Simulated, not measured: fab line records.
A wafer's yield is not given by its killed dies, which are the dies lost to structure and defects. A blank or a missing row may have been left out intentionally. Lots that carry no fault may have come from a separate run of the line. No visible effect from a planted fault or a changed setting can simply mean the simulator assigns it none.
fab line records    flow n5Finfet
record: lots: 6  wafers: 18  lastDay: 18
route steps=1938 shown HKMG_FIN@415
lots that met no fault: from a run of the same line without faults
startH: hours from the record's first day to the start of the lot's first wafer shown    waitH: hours since the lot's step before    " same as the row above    L1.1+2: a row that stands for several wafers    - value missing, or start not given    * or withheld: withheld    < > ~ a bound
route shown NAME@n: names a module that has steps shown in the file, with the first one's number in the route    usual: mean/standard deviation of fault-free wafers    same: alike in all rows    chamber/n: place in a boat    sites: per-site readings    _std_site: the standard deviation of these    _edge_site: mean of outer sites minus mean of inner sites    radiusMm: how far each site lies from the wafer's centre    mask NAME#n: copy n    behind: tool/chamber where the wafer was last shaped    hold: reason for holding the lot/hours on hold/outcome of the hold    device: transistor that didn't switch, given as n, p or np    end of line: tests run on the same wafers once the route is complete    a step with no rows: only its recipe    killed: dies that structure and defects cost at the first sort, which is not the same as the wafer's yield    map: dies across one wafer; x = killed, . = not, _ = none there
set.NAME: the setting as run; set.NAME@STEP: as run at that earlier step    model.NAME: the simulator's own value behind a step, which no gauge read
a table for each step, a row for each wafer; lots at some steps of the route
services: the hour from which a tool's chamber was out of use, counted from the record's first day as startH (under 0 if before that day), plus the number of hours and why
== steps ==
step: N5_HKMG_FIN_PRECLEAN_64
recipe: chemistry: dHF  timeS: 30  tempC: 25  dilution: withheld
step: N5_HKMG_FIN_WET_ETCH_65
recipe: chemistry: TMAH  tempC: 70  concWtPct: 5  target: a-Si  stopOn: TiN  timeS: 49  targetDepthNm: 3
step: N5_HKMG_FIN_WET_ETCH_81
recipe: chemistry: SC1  target: TiN  stopOn: HfO2  mix: 1:1:5  tempC: 60  timeS: 57  targetDepthNm: 6
step: N5_HKMG_FIN_WET_ETCH_82
recipe: chemistry: dHCl  mix: 1:10000  tempC: 25  target: La2O3  stopOn: HfO2  targetDepthNm: 2  dry: ipaMarangoni  rinseTimeS: 30  rinseTempC: 23
step: N5_HKMG_FIN_ALD_36
recipe: material: TiN  targetThkA: 10  tempC: 400  aldPrecursorFamily: TiCl4  aldCoReactant: NH3  pulseTimeS: 1  purgeTimeS: 3  coReactantPurgeTimeS: 2  coReactantPulseTimeS: 2  aldCycles: 47  pressureTorr: 3
usual: heaterPowerW: 904/91  precursorPulseHeightRel: 0.998/0.017
same: purgeTimeS: 3
lot.wafer  tool         chamber  startH  waitH  heaterPowerW  precursorPulseHeightRel
L236.2     aldMetal-01  0        97.18   0.0    782           0.996
L236.3     "            3        "       "      914           0.993
L236.5     "            3        "       "      913           1.018
L244.1     aldMetal-02  1        148.10  0.0    875           1.038
L244.2     "            0        "       "      773           0.988
L244.6     "            0        "       "      734           1.020
L245.2     aldMetal-01  3        152.94  0.0    900           1.002
L245.3     "            1        "       "      824           0.995
L245.6     "            3        "       "      925           1.008
L250.1     aldMetal-02  1        181.05  0.0    894           0.985
L250.2     "            2        "       "      1028          0.969
L250.3     "            0        "       "      758           0.976
L251.1     aldMetal-02  3        190.30  0.0    987           1.013
L251.3     "            0        "       "      747           0.998
L251.6     "            0        "       "      756           1.023
L253.2     aldMetal-03  2        197.41  0.0    969           1.004
L253.3     "            1        "       "      789           0.984
L253.6     "            3        "       "      854           0.994
step: N5_HKMG_FIN_THK_MEAS_70
recipe: thkMeasGauge: xrf  reads: HfO2_of_HKMG_FIN_HK_ALD_01
usual: HK_THK: 1.589/0.022
lot.wafer  tool          chamber  startH  waitH  HK_THK[nm]
L236.2     filmMetro-01  -        97.46   0.2    1.567
L236.3     "             -        "       "      1.571
L236.5     "             -        "       "      1.586
L244.1     filmMetro-02  -        148.38  0.2    1.604
L244.2     "             -        "       "      1.590
L244.6     "             -        "       "      1.594
L245.2     filmMetro-01  -        153.22  0.2    1.595
L245.3     "             -        "       "      1.604
L245.6     "             -        "       "      1.597
L250.1     filmMetro-01  -        181.33  0.2    1.601
L250.2     "             -        "       "      1.589
L250.3     "             -        "       "      1.588
L251.1     filmMetro-02  -        190.58  0.2    1.586
L251.3     "             -        "       "      1.556
L251.6     "             -        "       "      1.615
L253.2     filmMetro-01  -        197.69  0.2    1.582
L253.3     "             -        "       "      1.568
L253.6     "             -        "       "      1.552
step: N5_HKMG_FIN_PWFM_ALD_03
recipe: material: TiN  targetThkA: 20  tempC: 400  aldPrecursorFamily: TiCl4  aldCoReactant: NH3  pulseTimeS: 1  purgeTimeS: 3  coReactantPurgeTimeS: 2  coReactantPulseTimeS: 2  aldCycles: 91  pressureTorr: 3
usual: heaterPowerW: 897/89  precursorPulseHeightRel: 1.002/0.02
same: purgeTimeS: 3
lot.wafer  tool         chamber  startH  waitH  heaterPowerW  precursorPulseHeightRel
L236.2     aldMetal-02  0        97.50   0.0    733           1.034
L236.3     "            1        "       "      923           1.001
L236.5     "            1        "       "      912           1.033
L244.1     aldMetal-01  1        148.42  0.0    823           1.015
L244.2     "            3        "       "      918           0.996
L244.6     "            3        "       "      915           0.989
L245.2     aldMetal-02  0        153.26  0.0    777           0.988
L245.3     "            3        "       "      980           0.988
L245.6     "            2        "       "      986           1.003
L250.1     aldMetal-03  0        181.37  0.0    1010          1.021
L250.2     "            3        "       "      856           1.028
L250.3     "            2        "       "      997           1.019
L251.1     aldMetal-01  0        190.62  0.0    774           1.011
L251.3     "            2        "       "      997           1.016
L251.6     "            1        "       "      811           0.996
L253.2     aldMetal-02  2        197.73  0.0    975           0.978
L253.3     "            1        "       "      890           0.970
L253.6     "            2        "       "      997           1.035
step: N5_HKMG_FIN_COAT_29
recipe: resist: SOC  tempC: 250  timeS: 60  spinRpm: 1500  resistThkNm: 300
step: N5_HKMG_FIN_COAT_30
recipe: resist: SiARC  tempC: 220  timeS: 60  spinRpm: 1500  resistThkNm: 35
step: N5_HKMG_FIN_COAT_06
recipe: resist: CAR-ArF  spinRpm: 1500  resistThkNm: 90
step: N5_HKMG_FIN_EBR_08
recipe: solvent: PGMEA  ebrWidthMm: 1.5
step: N5_HKMG_FIN_SOFTBAKE_07
recipe: tempC: 110  timeS: 60  resist: CAR-ArF
step: N5_HKMG_FIN_EXPOSE_09
recipe: maskId: NWFM  na: 1.35  sourceShape: conventional  sigmaOuter: 0.8  polarization: unpolarized  targetCdNm: 98  doseMj: 39.25
usual: exposureDoseMJCm2: 39.24/0.037  focusOffsetNm: 0.1/0.5
lot.wafer  tool            chamber  startH  waitH  mask    exposureDoseMJCm2  focusOffsetNm
L236.2     arfiScanner-01  0        98.21   -      NWFM#0  39.29              -0.7
L236.3     "               0        "       "      NWFM#0  39.32              -0.5
L236.5     "               0        "       "      NWFM#0  39.26              -0.7
L244.1     arfiScanner-01  -        149.13  -      NWFM#0  -                  -
L244.2     "               -        "       "      NWFM#0  -                  -
L244.6     "               -        "       "      NWFM#0  -                  -
L245.2     arfiScanner-02  -        153.98  -      NWFM#0  -                  -
L245.3     "               -        "       "      NWFM#0  -                  -
L245.6     "               -        "       "      NWFM#0  -                  -
L250.1     arfiScanner-02  0        182.08  -      NWFM#0  39.17              0.6
L250.2     "               0        "       "      NWFM#0  39.17              0.5
L250.3     "               0        "       "      NWFM#0  39.19              1.1
L251.1     arfiScanner-01  0        191.33  -      NWFM#0  39.20              -0.1
L251.3     "               0        "       "      NWFM#0  39.22              -0.5
L251.6     "               0        "       "      NWFM#0  39.24              -0.2
L253.2     arfiScanner-01  0        198.45  -      NWFM#0  39.25              -0.1
L253.3     "               0        "       "      NWFM#0  39.22              0.1
L253.6     "               0        "       "      NWFM#0  39.17              0.5
step: N5_HKMG_FIN_PEB_10
recipe: pebTempC: withheld  pebTimeS: 60  resist: CAR-ArF
== services ==
tool            chamber  startH  hours  kind
arfiScanner-01  -        75.87   1.0    pm
aldMetal-01     -        76.63   2.2    repair
arfiScanner-01  -        90.18   1.1    repair
arfiScanner-01  -        101.24  1.3    pm
arfiScanner-02  -        107.95  1.3    pm
arfiScanner-02  -        109.77  0.8    pm
arfiScanner-01  -        119.40  2.9    repair
arfiScanner-01  -        130.01  0.8    pm
arfiScanner-02  -        130.19  3.9    pm
aldMetal-03     3        152.04  7.2    repair
arfiScanner-01  -        170.47  3.1    pm
arfiScanner-02  0        193.32  -      calibration
arfiScanner-02  -        197.22  1.0    pm
== key ==
firstSign: step: N5_HKMG_FIN_EXPOSE_09  reading: toolRecord  direction: missing
effect none on later readings
metAt N5_HKMG_FIN_EXPOSE_09
struckWafers L244.1,L244.2,L244.6,L245.2,L245.3,L245.6
laterRowsLeftOut L244.1,L244.2,L244.6,L245.2,L245.3,L245.6
sortLeftOut L244.1,L244.2,L244.6,L245.2,L245.3,L245.6
onsetBetween 98.21 149.13
fault: kind: skippedStepWhole  tool: arfiScanner-01,arfiScanner-02  chamber: -  onsetH: 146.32  steps: N5_HKMG_FIN_EXPOSE_09  scope: struckLotsOnly
sortLeftOut: the simulated sort isn't trusted on such a fault, so these wafers' sort isn't shown, and their yield isn't known
laterRowsLeftOut: the simulator's readings of these wafers behind a module that went badly wrong aren't trusted and aren't shown, but for the sort
